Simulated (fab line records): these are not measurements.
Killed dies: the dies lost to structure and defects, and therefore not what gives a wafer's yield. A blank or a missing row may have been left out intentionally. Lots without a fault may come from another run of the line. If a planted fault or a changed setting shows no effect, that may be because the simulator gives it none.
Which of the tools did it? :: flow n5Finfet :: Sampling: 24 lots, 72 wafers, 5 of 1938 route steps

## WHAT EACH GAUGE READ, for each wafer
N5_BEOL_M11_THK_MEAS_53: measures by xrf.
lot: L074
measured: day 10 13:44
on: filmMetro-01
M11_THK (nm): 140.8 134.5 136.7

lot: L075
measured: day 10 18:55
on: filmMetro-02
M11_THK (nm): 140.1 142.5 141.3

lot: L077
measured: day 11 08:00
on: filmMetro-02
M11_THK (nm): 139.3 140.4 139.5

lot: L076
measured: day 11 08:25
on: filmMetro-01
M11_THK (nm): 136.9 139.3 136.8

lot: L078
measured: day 11 09:16
on: filmMetro-02
M11_THK (nm): 139.9 141.2 138.5

lot: L081
measured: day 12 02:05
on: filmMetro-02
M11_THK (nm): 137.2 137.0 138.8

lot: L080
measured: day 12 08:42
on: filmMetro-02
M11_THK (nm): 139.0 139.0 139.6

lot: L079
measured: day 12 11:28
on: filmMetro-01
M11_THK (nm): 134.3 138.1 136.2

lot: L082
measured: day 12 12:45
on: filmMetro-02
M11_THK (nm): 135.7 138.4 134.8

lot: L083
measured: day 12 16:47
on: filmMetro-02
M11_THK (nm): 140.8 142.8 144.5

lot: L084
measured: day 13 03:07
on: filmMetro-02
M11_THK (nm): 143.1 137.7 139.9

lot: L086
measured: day 13 17:52
on: filmMetro-01
M11_THK (nm): 134.5 135.5 135.1

lot: L085
measured: day 13 20:17
on: filmMetro-01
M11_THK (nm): 141.9 140.9 136.1

lot: L089
measured: day 13 23:07
on: filmMetro-01
M11_THK (nm): 141.0 139.4 140.2

lot: L087
measured: day 14 03:53
on: filmMetro-01
M11_THK (nm): 142.6 136.0 138.8

lot: L088
measured: day 14 03:59
on: filmMetro-02
M11_THK (nm): 143.1 137.3 137.2

lot: L090
measured: day 14 21:32
on: filmMetro-02
M11_THK (nm): 140.2 142.8 141.7

lot: L091
measured: day 14 23:39
on: filmMetro-01
M11_THK (nm): 139.3 141.7 139.0

lot: L093
measured: day 15 00:07
on: filmMetro-02
M11_THK (nm): 139.6 140.3 141.2

lot: L092
measured: day 15 03:28
on: filmMetro-02
M11_THK (nm): 138.6 142.5 140.8

lot: L094
measured: day 15 08:59
on: filmMetro-02
M11_THK (nm): 139.2 140.6 139.9

lot: L095
measured: day 16 06:38
on: filmMetro-01
M11_THK (nm): 137.7 140.6 135.5

lot: L097
measured: day 16 13:13
on: filmMetro-02
M11_THK (nm): 140.3 135.4 141.3

lot: L096
measured: day 16 13:34
on: filmMetro-02
M11_THK (nm): 139.1 136.3 136.6

N5_BEOL_M13_CD_MEAS_10: target cd 190 nm.
lot: L074
measured: day 10 20:29
on: cdSem-01
cdNm (nm): 192.4 190.5 190.6

lot: L075
measured: day 11 00:33
on: cdSem-01
cdNm (nm): 190.1 190.0 190.6

lot: L077
measured: day 11 13:09
on: cdSem-03
cdNm (nm): 187.8 188.2 188.2

lot: L076
measured: day 11 15:16
on: cdSem-03
cdNm (nm): 188.1 188.2 187.5

lot: L078
measured: day 11 16:04
on: cdSem-03
cdNm (nm): 189.4 188.9 187.9

lot: L081
measured: day 12 08:22
on: cdSem-02
cdNm (nm): 188.7 189.5 189.2

lot: L080
measured: day 12 15:04
on: cdSem-03
cdNm (nm): 190.3 190.5 189.9

lot: L079
measured: day 12 17:46
on: cdSem-01
cdNm (nm): 191.7 190.5 191.1

lot: L082
measured: day 12 17:56
on: cdSem-01
cdNm (nm): 191.8 191.2 191.2

lot: L083
measured: day 12 23:40
on: cdSem-03
cdNm (nm): 190.7 191.2 190.5

lot: L084
measured: day 13 08:55
on: cdSem-01
cdNm (nm): 189.0 188.0 188.2

lot: L086
measured: day 13 23:29
on: cdSem-03
cdNm (nm): 189.1 189.1 189.1

lot: L085
measured: day 14 02:01
on: cdSem-03
cdNm (nm): 187.9 186.4 188.4

lot: L089
measured: day 14 05:38
on: cdSem-02
cdNm (nm): 188.6 188.6 188.1

lot: L087
measured: day 14 09:32
on: cdSem-02
cdNm (nm): 189.9 190.8 190.2

lot: L088
measured: day 14 09:59
on: cdSem-02
cdNm (nm): 189.7 190.3 190.3

lot: L090
measured: day 15 03:25
on: cdSem-02
cdNm (nm): 190.6 190.2 192.4

lot: L091
measured: day 15 06:23
on: cdSem-01
cdNm (nm): 190.3 190.1 190.0

lot: L093
measured: day 15 06:57
on: cdSem-01
cdNm (nm): 189.4 190.6 190.4

lot: L092
measured: day 15 10:14
on: cdSem-03
cdNm (nm): 189.5 188.4 189.4

lot: L094
measured: day 15 13:55
on: cdSem-01
cdNm (nm): 187.2 187.1 188.3

lot: L095
measured: day 16 11:23
on: cdSem-03
cdNm (nm): 189.4 189.5 190.1

lot: L097
measured: day 16 23:52
on: cdSem-02
cdNm (nm): 189.5 189.8 189.8

lot: L096
measured: day 17 00:41
on: cdSem-03
cdNm (nm): 190.3 190.2 191.7

## WHAT TOOL EACH LOT RAN ON (gives the tool, then ch and the chambers of the sampled wafers, and finally the start)
lot: L074
N5_BEOL_M12_STRIP_37: plasmaAsher-02 ch 0,1, day 10 16:19
N5_BEOL_M12_SPUTTER_45: pvdSputter-01, day 10 18:52
N5_BEOL_M12_DEP_53: pecvd-02 ch 0,1,2, day 10 19:46

lot: L075
N5_BEOL_M12_STRIP_37: plasmaAsher-01 ch 0,1, day 10 21:29
N5_BEOL_M12_SPUTTER_45: pvdSputter-01, day 10 22:18
N5_BEOL_M12_DEP_53: pecvd-04 ch 0,1, day 10 23:58

lot: L077
N5_BEOL_M12_STRIP_37: plasmaAsher-01 ch 0,1, day 11 10:34
N5_BEOL_M12_SPUTTER_45: pvdSputter-01, day 11 11:31
N5_BEOL_M12_DEP_53: pecvd-03 ch 0,1, day 11 12:27

lot: L076
N5_BEOL_M12_STRIP_37: plasmaAsher-02 ch 1, day 11 10:46
N5_BEOL_M12_SPUTTER_45: pvdSputter-02, day 11 13:44
N5_BEOL_M12_DEP_53: pecvd-03 ch 0,2, day 11 14:41

lot: L078
N5_BEOL_M12_STRIP_37: plasmaAsher-02 ch 0,1, day 11 12:22
N5_BEOL_M12_SPUTTER_45: pvdSputter-01, day 11 14:26
N5_BEOL_M12_DEP_53: pecvd-03 ch 1,2, day 11 15:28

lot: L081
N5_BEOL_M12_STRIP_37: plasmaAsher-02 ch 0,1, day 12 04:32
N5_BEOL_M12_SPUTTER_45: pvdSputter-01, day 12 06:28
N5_BEOL_M12_DEP_53: pecvd-02 ch 0,1, day 12 07:40

lot: L080
N5_BEOL_M12_STRIP_37: plasmaAsher-01 ch 0,1, day 12 11:10
N5_BEOL_M12_SPUTTER_45: pvdSputter-03, day 12 13:07
N5_BEOL_M12_DEP_53: pecvd-03 ch 1,2, day 12 14:29

lot: L079
N5_BEOL_M12_STRIP_37: plasmaAsher-02 ch 0,1, day 12 13:57
N5_BEOL_M12_SPUTTER_45: pvdSputter-02, day 12 15:52
N5_BEOL_M12_DEP_53: pecvd-03 ch 0,2, day 12 17:04

lot: L082
N5_BEOL_M12_STRIP_37: plasmaAsher-02 ch 0,1, day 12 15:04
N5_BEOL_M12_SPUTTER_45: pvdSputter-03, day 12 16:07
N5_BEOL_M12_DEP_53: pecvd-02 ch 1,2, day 12 17:07

lot: L083
N5_BEOL_M12_STRIP_37: plasmaAsher-01 ch 0, day 12 19:08
N5_BEOL_M12_SPUTTER_45: pvdSputter-01, day 12 21:54
N5_BEOL_M12_DEP_53: pecvd-03 ch 0,1,2, day 12 23:05

lot: L084
N5_BEOL_M12_STRIP_37: plasmaAsher-02 ch 0,1, day 13 05:44
N5_BEOL_M12_SPUTTER_45: pvdSputter-01, day 13 07:18
N5_BEOL_M12_DEP_53: pecvd-04 ch 0,1, day 13 08:13

lot: L086
N5_BEOL_M12_STRIP_37: plasmaAsher-01 ch 0,1, day 13 20:06
N5_BEOL_M12_SPUTTER_45: pvdSputter-01, day 13 21:55
N5_BEOL_M12_DEP_53: pecvd-02 ch 0,1,2, day 13 22:54

lot: L085
N5_BEOL_M12_STRIP_37: plasmaAsher-02 ch 0,1, day 13 22:33
N5_BEOL_M12_SPUTTER_45: pvdSputter-01, day 14 00:30
N5_BEOL_M12_DEP_53: pecvd-02 ch 0,2, day 14 01:26

lot: L089
N5_BEOL_M12_STRIP_37: plasmaAsher-02 ch 0,1, day 14 02:25
N5_BEOL_M12_SPUTTER_45: pvdSputter-01, day 14 04:08
N5_BEOL_M12_DEP_53: pecvd-02 ch 0,1,2, day 14 05:04

lot: L087
N5_BEOL_M12_STRIP_37: plasmaAsher-02 ch 0,1, day 14 06:26
N5_BEOL_M12_SPUTTER_45: pvdSputter-01, day 14 07:53
N5_BEOL_M12_DEP_53: pecvd-04 ch 0,1,2, day 14 08:56

lot: L088
N5_BEOL_M12_STRIP_37: plasmaAsher-01 ch 1, day 14 06:37
N5_BEOL_M12_SPUTTER_45: pvdSputter-01, day 14 08:24
N5_BEOL_M12_DEP_53: pecvd-03 ch 0,1,2, day 14 09:25

lot: L090
N5_BEOL_M12_STRIP_37: plasmaAsher-01 ch 0,1, day 14 23:50
N5_BEOL_M12_SPUTTER_45: pvdSputter-03, day 15 01:56
N5_BEOL_M12_DEP_53: pecvd-02 ch 0,2, day 15 02:50

lot: L091
N5_BEOL_M12_STRIP_37: plasmaAsher-01 ch 0,1, day 15 02:19
N5_BEOL_M12_SPUTTER_45: pvdSputter-01, day 15 04:53
N5_BEOL_M12_DEP_53: pecvd-03 ch 0,1,2, day 15 05:49

lot: L093
N5_BEOL_M12_STRIP_37: plasmaAsher-01 ch 0,1, day 15 03:07
N5_BEOL_M12_SPUTTER_45: pvdSputter-01, day 15 05:27
N5_BEOL_M12_DEP_53: pecvd-04 ch 0,2, day 15 06:22

lot: L092
N5_BEOL_M12_STRIP_37: plasmaAsher-02 ch 0, day 15 05:51
N5_BEOL_M12_SPUTTER_45: pvdSputter-03, day 15 08:10
N5_BEOL_M12_DEP_53: pecvd-04 ch 0,1,2, day 15 09:40

lot: L094
N5_BEOL_M12_STRIP_37: plasmaAsher-01 ch 0,1, day 15 11:27
N5_BEOL_M12_SPUTTER_45: pvdSputter-01, day 15 12:25
N5_BEOL_M12_DEP_53: pecvd-02 ch 0,1,2, day 15 13:20

lot: L095
N5_BEOL_M12_STRIP_37: plasmaAsher-02 ch 0,1, day 16 08:56
N5_BEOL_M12_SPUTTER_45: pvdSputter-01, day 16 09:54
N5_BEOL_M12_DEP_53: pecvd-02 ch 0,1,2, day 16 10:49

lot: L097
N5_BEOL_M12_STRIP_37: plasmaAsher-01 ch 0,1, day 16 15:38
N5_BEOL_M12_SPUTTER_45: pvdSputter-02, day 16 22:23
N5_BEOL_M12_DEP_53: pecvd-03 ch 0,1, day 16 23:17

lot: L096
N5_BEOL_M12_STRIP_37: plasmaAsher-01 ch 0,1, day 16 15:53
N5_BEOL_M12_SPUTTER_45: pvdSputter-03, day 16 22:34
N5_BEOL_M12_DEP_53: pecvd-03 ch 0,1, day 16 23:50
- N5_BEOL_M12_STRIP_37: strips in N2/H2.
- N5_BEOL_M12_SPUTTER_45: material Cu, target thk 80 nm, time 13.33 s.
- N5_BEOL_M12_DEP_53: deposits SiCN from 3MS/NH3, target thk 30 nm, time 10.5 s.

## WHAT THE TOOLS THEMSELVES READ (means of the sampled wafers that have a number; where no wafer has one, the mark that the record gives instead)
N5_BEOL_M12_STRIP_37.
lot: L074
tool: plasmaAsher-02
drypumpMotorCurrentA (A): 5.49
h2FlowSccm (sccm): 3263
heaterPowerW (W): 336
oesProductAu (a.u.): 0.796

lot: L075
tool: plasmaAsher-01
drypumpMotorCurrentA (A): 5.63
h2FlowSccm (sccm): 3247
heaterPowerW (W): 367
oesProductAu (a.u.): 0.798

lot: L077
tool: plasmaAsher-01
drypumpMotorCurrentA (A): 5.62
h2FlowSccm (sccm): 3259
heaterPowerW (W): 366
oesProductAu (a.u.): 0.791

lot: L076
tool: plasmaAsher-02
drypumpMotorCurrentA (A): 5.71
h2FlowSccm (sccm): 3253
heaterPowerW (W): 337
oesProductAu (a.u.): 0.791

lot: L078
tool: plasmaAsher-02
drypumpMotorCurrentA (A): 5.50
h2FlowSccm (sccm): 3252
heaterPowerW (W): 342
oesProductAu (a.u.): 0.788

lot: L081
tool: plasmaAsher-02
drypumpMotorCurrentA (A): 5.60
h2FlowSccm (sccm): 3247
heaterPowerW (W): 338
oesProductAu (a.u.): 0.778

lot: L080
tool: plasmaAsher-01
drypumpMotorCurrentA (A): 5.64
h2FlowSccm (sccm): 3249
heaterPowerW (W): 368
oesProductAu (a.u.): 0.792

lot: L079
tool: plasmaAsher-02
drypumpMotorCurrentA (A): 5.50
h2FlowSccm (sccm): 3260
heaterPowerW (W): 340
oesProductAu (a.u.): 0.780

lot: L082
tool: plasmaAsher-02
drypumpMotorCurrentA (A): 5.49
h2FlowSccm (sccm): 3246
heaterPowerW (W): 339
oesProductAu (a.u.): 0.796

lot: L083
tool: plasmaAsher-01
drypumpMotorCurrentA (A): 5.40
h2FlowSccm (sccm): 3246
heaterPowerW (W): 318
oesProductAu (a.u.): 0.795

lot: L084
tool: plasmaAsher-02
drypumpMotorCurrentA (A): 5.49
h2FlowSccm (sccm): 3246
heaterPowerW (W): 340
oesProductAu (a.u.): 0.786

lot: L086
tool: plasmaAsher-01
drypumpMotorCurrentA (A): 5.54
h2FlowSccm (sccm): 3249
heaterPowerW (W): 341
oesProductAu (a.u.): 0.790

lot: L085
tool: plasmaAsher-02
drypumpMotorCurrentA (A): 5.60
h2FlowSccm (sccm): 3248
heaterPowerW (W): 343
oesProductAu (a.u.): 0.796

lot: L089
tool: plasmaAsher-02
drypumpMotorCurrentA (A): 5.51
h2FlowSccm (sccm): 3247
heaterPowerW (W): 337
oesProductAu (a.u.): 0.790

lot: L087
tool: plasmaAsher-02
drypumpMotorCurrentA (A): 5.62
h2FlowSccm (sccm): 3249
heaterPowerW (W): 339
oesProductAu (a.u.): 0.796

lot: L088
tool: plasmaAsher-01
drypumpMotorCurrentA (A): 5.78
h2FlowSccm (sccm): 3242
heaterPowerW (W): 393
oesProductAu (a.u.): 0.788

lot: L090
tool: plasmaAsher-01
drypumpMotorCurrentA (A): 5.64
h2FlowSccm (sccm): 3241
heaterPowerW (W): 369
oesProductAu (a.u.): 0.805

lot: L091
tool: plasmaAsher-01
drypumpMotorCurrentA (A): 5.53
h2FlowSccm (sccm): 3252
heaterPowerW (W): 346
oesProductAu (a.u.): 0.789

lot: L093
tool: plasmaAsher-01
drypumpMotorCurrentA (A): 5.52
h2FlowSccm (sccm): 3244
heaterPowerW (W): 343
oesProductAu (a.u.): 0.778

lot: L092
tool: plasmaAsher-02
drypumpMotorCurrentA (A): 5.37
h2FlowSccm (sccm): 3242
heaterPowerW (W): 341
oesProductAu (a.u.): 0.797

lot: L094
tool: plasmaAsher-01
drypumpMotorCurrentA (A): 5.63
h2FlowSccm (sccm): 3259
heaterPowerW (W): 363
oesProductAu (a.u.): 0.792

lot: L095
tool: plasmaAsher-02
drypumpMotorCurrentA (A): 5.62
h2FlowSccm (sccm): 3249
heaterPowerW (W): 343
oesProductAu (a.u.): 0.800

lot: L097
tool: plasmaAsher-01
drypumpMotorCurrentA (A): 5.50
h2FlowSccm (sccm): 3238
heaterPowerW (W): 350
oesProductAu (a.u.): 0.782

lot: L096
tool: plasmaAsher-01
drypumpMotorCurrentA (A): 5.50
h2FlowSccm (sccm): 3248
heaterPowerW (W): 347
oesProductAu (a.u.): 0.797

N5_BEOL_M12_SPUTTER_45.
lot: L074
tool: pvdSputter-01
throttleValvePct (%): 29.9

lot: L075
tool: pvdSputter-01
throttleValvePct (%): 29.7

lot: L077
tool: pvdSputter-01
throttleValvePct (%): 29.4

lot: L076
tool: pvdSputter-02
throttleValvePct (%): 29.5

lot: L078
tool: pvdSputter-01
throttleValvePct (%): 29.0

lot: L081
tool: pvdSputter-01
throttleValvePct (%): 30.6

lot: L080
tool: pvdSputter-03
throttleValvePct (%): 30.2

lot: L079
tool: pvdSputter-02
throttleValvePct (%): 29.2

lot: L082
tool: pvdSputter-03
throttleValvePct (%): 29.7

lot: L083
tool: pvdSputter-01
throttleValvePct (%): 29.7

lot: L084
tool: pvdSputter-01
throttleValvePct (%): 28.7

lot: L086
tool: pvdSputter-01
throttleValvePct (%): 30.3

lot: L085
tool: pvdSputter-01
throttleValvePct (%): 28.8

lot: L089
tool: pvdSputter-01
throttleValvePct (%): 30.0

lot: L087
tool: pvdSputter-01
throttleValvePct (%): 28.7

lot: L088
tool: pvdSputter-01
throttleValvePct (%): 28.9

lot: L090
tool: pvdSputter-03
throttleValvePct (%): 30.4

lot: L091
tool: pvdSputter-01
throttleValvePct (%): 28.3

lot: L093
tool: pvdSputter-01
throttleValvePct (%): 28.8

lot: L092
tool: pvdSputter-03
throttleValvePct (%): 29.9

lot: L094
tool: pvdSputter-01
throttleValvePct (%): 29.9

lot: L095
tool: pvdSputter-01
throttleValvePct (%): 29.3

lot: L097
tool: pvdSputter-02
throttleValvePct (%): 30.2

lot: L096
tool: pvdSputter-03
throttleValvePct (%): 30.1

N5_BEOL_M12_DEP_53.
lot: L074
tool: pecvd-02
showerheadPlenumPTorr (Torr): 4.149
throttleValvePct (%): 18.0

lot: L075
tool: pecvd-04
showerheadPlenumPTorr (Torr): 4.173
throttleValvePct (%): 18.1

lot: L077
tool: pecvd-03
showerheadPlenumPTorr (Torr): 4.190
throttleValvePct (%): 17.3

lot: L076
tool: pecvd-03
showerheadPlenumPTorr (Torr): 4.152
throttleValvePct (%): 17.4

lot: L078
tool: pecvd-03
showerheadPlenumPTorr (Torr): 4.167
throttleValvePct (%): 16.1

lot: L081
tool: pecvd-02
showerheadPlenumPTorr (Torr): 4.154
throttleValvePct (%): 18.3

lot: L080
tool: pecvd-03
showerheadPlenumPTorr (Torr): 4.172
throttleValvePct (%): 16.2

lot: L079
tool: pecvd-03
showerheadPlenumPTorr (Torr): 4.181
throttleValvePct (%): 18.5

lot: L082
tool: pecvd-02
showerheadPlenumPTorr (Torr): 4.132
throttleValvePct (%): 17.4

lot: L083
tool: pecvd-03
showerheadPlenumPTorr (Torr): 4.175
throttleValvePct (%): 17.4

lot: L084
tool: pecvd-04
showerheadPlenumPTorr (Torr): 4.179
throttleValvePct (%): 18.5

lot: L086
tool: pecvd-02
showerheadPlenumPTorr (Torr): 4.142
throttleValvePct (%): 18.0

lot: L085
tool: pecvd-02
showerheadPlenumPTorr (Torr): 4.142
throttleValvePct (%): 17.9

lot: L089
tool: pecvd-02
showerheadPlenumPTorr (Torr): 4.151
throttleValvePct (%): 18.1

lot: L087
tool: pecvd-04
showerheadPlenumPTorr (Torr): 4.155
throttleValvePct (%): 17.8

lot: L088
tool: pecvd-03
showerheadPlenumPTorr (Torr): 4.173
throttleValvePct (%): 17.6

lot: L090
tool: pecvd-02
showerheadPlenumPTorr (Torr): 4.143
throttleValvePct (%): 18.0

lot: L091
tool: pecvd-03
showerheadPlenumPTorr (Torr): 4.169
throttleValvePct (%): 17.5

lot: L093
tool: pecvd-04
showerheadPlenumPTorr (Torr): 4.165
throttleValvePct (%): 17.5

lot: L092
tool: pecvd-04
showerheadPlenumPTorr (Torr): 4.151
throttleValvePct (%): 18.0

lot: L094
tool: pecvd-02
showerheadPlenumPTorr (Torr): 4.151
throttleValvePct (%): 18.3

lot: L095
tool: pecvd-02
showerheadPlenumPTorr (Torr): 4.149
throttleValvePct (%): 18.2

lot: L097
tool: pecvd-03
showerheadPlenumPTorr (Torr): 4.189
throttleValvePct (%): 18.7

lot: L096
tool: pecvd-03
showerheadPlenumPTorr (Torr): 4.193
throttleValvePct (%): 17.4

## THE ANSWER, worked out from the rows above alone
Rule: what is usual is taken from the lots themselves. Put in order of their means at a reading, lots are off if they are a third of the lots or fewer, leave a main group of 4 or more, and stand apart from it by a gap of 3 or more times the standard deviation of the main group's means; of several such gaps the widest counts. The tables above print the reading to a certain number of digits; a main group whose means all agree to those digits is not used. A lot without any number at a reading at which 4 lots or more have one is off too. All remaining lots with rows at the step are treated as sound. Order of review: gauges by route order, followed by the tools' own readings, for which a lot's mean as printed above is used. The first step at which some lot is off is used, and at that step the reading that is off furthest; a lot without a number counts as furthest.
Across all readings shown, no lot is off: no conclusion can be drawn from this.

## WHAT THE SIMULATOR HAD INSERTED
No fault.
